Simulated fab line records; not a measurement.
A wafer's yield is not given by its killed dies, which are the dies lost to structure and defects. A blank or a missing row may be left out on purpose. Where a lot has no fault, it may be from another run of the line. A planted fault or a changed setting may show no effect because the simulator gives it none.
Which tool was responsible? :: flow nand_harc :: 12 lots, 36 wafers sampled, at 1 step of a route of 1302

## WHAT THE GAUGES READ, wafer by wafer
NHARC_A_M0_INSPECT_27.
lot: L075
measured: day 23 11:08
on: defect_inspect-02
raw_defect_count: 395 396 355

lot: L078
measured: day 23 23:05
on: defect_inspect-01
raw_defect_count: 843 629 1146

lot: L079
measured: day 25 15:28
on: defect_inspect-01
raw_defect_count: 528 618 446

lot: L082
measured: day 26 00:49
on: defect_inspect-01
raw_defect_count: 570 613 485

lot: L085
measured: day 27 12:56
on: defect_inspect-02
raw_defect_count: 454 510 530

lot: L084
measured: day 27 16:21
on: defect_inspect-01
raw_defect_count: 665 443 500

lot: L087
measured: day 28 13:34
on: defect_inspect-01
raw_defect_count: 504 602 685

lot: L088
measured: day 29 00:01
on: defect_inspect-02
raw_defect_count: 706 605 781

lot: L089
measured: day 29 16:29
on: defect_inspect-02
raw_defect_count: 565 397 504

lot: L093
measured: day 31 04:57
on: defect_inspect-01
raw_defect_count: 471 618 579

lot: L096
measured: day 31 18:48
on: defect_inspect-02
raw_defect_count: 539 581 412

lot: L097
measured: day 31 23:31
on: defect_inspect-01
raw_defect_count: 480 632 655

## TOOL THAT RAN EACH LOT (tool first, then ch and the chambers of the sampled wafers, then the start)
There is no process step in the record ahead of these readings.

## THE ANSWER, worked out from the rows above alone
Rule: the lots themselves supply what counts as usual. The widest of any qualifying gaps counts: lots, ordered by their means at a reading, are off when they make up no more than a third of the lots, leave a main group of 4 or more, and stand apart from it by 3 or more times the standard deviation of that group's means. A main group whose means are all the same, to the digits that the tables above print for the reading, isn't used. Also off: a lot with no number at a reading for which 4 or more lots have one. All remaining lots with rows at the step are treated as sound.
No lot is off at any reading shown: from this, nothing can be told.

## WHAT THE SIMULATOR PUT IN
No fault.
